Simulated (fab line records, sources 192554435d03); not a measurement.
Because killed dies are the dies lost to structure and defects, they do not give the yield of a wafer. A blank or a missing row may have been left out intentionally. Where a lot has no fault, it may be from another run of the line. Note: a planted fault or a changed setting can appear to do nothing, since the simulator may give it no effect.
Chamber matching    flow n5-finfet    ald-sin-01 running N5_FIN_SAQP_SPACER2_ALD_28: 4 sister chambers
The step deposits SiO2, target thk 8.1 nm, pulse time 1 s, purge time 2 s. 4 wafers are shown with their chamber, then 12 later ones without.

== WAFERS PAIRED WITH THEIR CHAMBERS ==
wafer   chamber  heater-power-w (W)
L082.6  0        526
L085.6  3        500
L089.2  2        600
L089.5  1        398

== WAFERS WITH NO CHAMBER GIVEN ==
wafer   heater-power-w (W)
L090.2  522
L090.3  404
L090.6  609
L091.3  584
L091.4  522
L091.6  505
L093.1  492
L093.3  405
L093.6  600
L094.1  514
L094.3  416
L094.4  611

== EACH ONE'S CHAMBER ==
wafer   from the rows above      in truth
L090.2  can't be placed: 0 or 3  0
L090.3  1                        1
L090.6  2                        2
L091.3  2                        2
L091.4  can't be placed: 0 or 3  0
L091.6  can't be placed: 3 or 0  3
L093.1  3                        3
L093.3  1                        1
L093.6  2                        2
L094.1  can't be placed: 0 or 3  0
L094.3  1                        1
L094.4  2                        2
8 of 12 placed correctly. Cannot be placed on the basis of these rows: 4; the candidates contain the true chamber in 4. Wrongly placed: 0.
How it was worked out, from the rows above alone: a wafer's distance from a chamber is the root of the sum, over the readings, of the square of ((its reading less the chamber's mean) divided by the reading's scatter). If the next closest chamber is less than 2 further off than the closest, the wafer can't be placed; otherwise it belongs to the closest. A chamber's mean is the mean of its shown wafers. The scatter: root of mean squared gap, hidden wafer to nearest shown wafer, with one shown wafer a chamber.
